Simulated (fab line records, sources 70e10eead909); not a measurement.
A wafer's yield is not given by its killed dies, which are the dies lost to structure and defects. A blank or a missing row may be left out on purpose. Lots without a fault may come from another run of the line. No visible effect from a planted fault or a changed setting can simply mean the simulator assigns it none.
Chamber matching :: flow nand-harc :: pecvd-02 running NHARC_P_CONTACT_DEP_30: 3 sister chambers
The step deposits SiNx, target thk 30 nm. 14 wafers are shown with their chamber, then 7 later ones without.

## WAFERS WITH THEIR CHAMBER
wafer: L261.2
chamber: 0
heater-power-w (W): 676
heater-power-outer-w (W): 421

wafer: L261.5
chamber: 1
heater-power-w (W): 734
heater-power-outer-w (W): 452

wafer: L261.6
chamber: 0
heater-power-w (W): 670
heater-power-outer-w (W): 418

wafer: L263.1
chamber: 0
heater-power-w (W): 734
heater-power-outer-w (W): 458

wafer: L263.3
chamber: 1
heater-power-w (W): 713
heater-power-outer-w (W): 441

wafer: L263.4
chamber: 2
heater-power-w (W): 704
heater-power-outer-w (W): 416

wafer: L268.1
chamber: 0
heater-power-w (W): 673
heater-power-outer-w (W): 402

wafer: L268.4
chamber: 2
heater-power-w (W): 744
heater-power-outer-w (W): 462

wafer: L268.6
chamber: 1
heater-power-w (W): 751
heater-power-outer-w (W): 477

wafer: L270.1
chamber: 1
heater-power-w (W): 750
heater-power-outer-w (W): 461

wafer: L270.2
chamber: 0
heater-power-w (W): 635
heater-power-outer-w (W): 399

wafer: L270.6
chamber: 2
heater-power-w (W): 712
heater-power-outer-w (W): 447

wafer: L276.1
chamber: 1
heater-power-w (W): 719
heater-power-outer-w (W): 438

wafer: L276.3
chamber: 2
heater-power-w (W): 670
heater-power-outer-w (W): 410

SIGNATURES, as means of the wafers listed above
reading: heater-power-w
chamber 0: 677.60
chamber 1: 733.40
chamber 2: 707.50
scatter within a chamber: 28.7

reading: heater-power-outer-w
chamber 0: 419.60
chamber 1: 453.80
chamber 2: 433.75
scatter within a chamber: 21.5
Rule: for each reading, subtract the chamber's mean from the wafer's reading, divide by that reading's scatter and square the result; add these up over the readings and take the root, which gives the wafer's distance from the chamber. If the next closest chamber is less than 2 further off than the closest, the wafer can't be placed; otherwise it belongs to the closest. The scatter is the square root of a quotient: the sum, over the shown wafers, of each reading's squared deviation from its chamber's mean, divided by wafers minus chambers.

## WAFERS WHOSE CHAMBER IS MISSING
wafer: L276.6
heater-power-w (W): 672
heater-power-outer-w (W): 410

wafer: L277.1
heater-power-w (W): 770
heater-power-outer-w (W): 469

wafer: L277.4
heater-power-w (W): 754
heater-power-outer-w (W): 467

wafer: L277.5
heater-power-w (W): 692
heater-power-outer-w (W): 431

wafer: L282.4
heater-power-w (W): 610
heater-power-outer-w (W): 358

wafer: L282.5
heater-power-w (W): 676
heater-power-outer-w (W): 409

wafer: L282.6
heater-power-w (W): 699
heater-power-outer-w (W): 429

## CHAMBER TAKEN BY EACH
wafer: L276.6
from the rows above: can't be placed: 0 or 2
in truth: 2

wafer: L277.1
from the rows above: can't be placed: 1 or 2
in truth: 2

wafer: L277.4
from the rows above: can't be placed: 1 or 2
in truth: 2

wafer: L277.5
from the rows above: can't be placed: 2 or 0 or 1
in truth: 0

wafer: L282.4
from the rows above: can't be placed: 0 or 2
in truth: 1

wafer: L282.5
from the rows above: can't be placed: 0 or 2
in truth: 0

wafer: L282.6
from the rows above: can't be placed: 2 or 0 or 1
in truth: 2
Correct placement for 0 of the 7. Cannot be placed on the basis of these rows: 7; the candidates contain the true chamber in 6. Wrongly placed: 0.
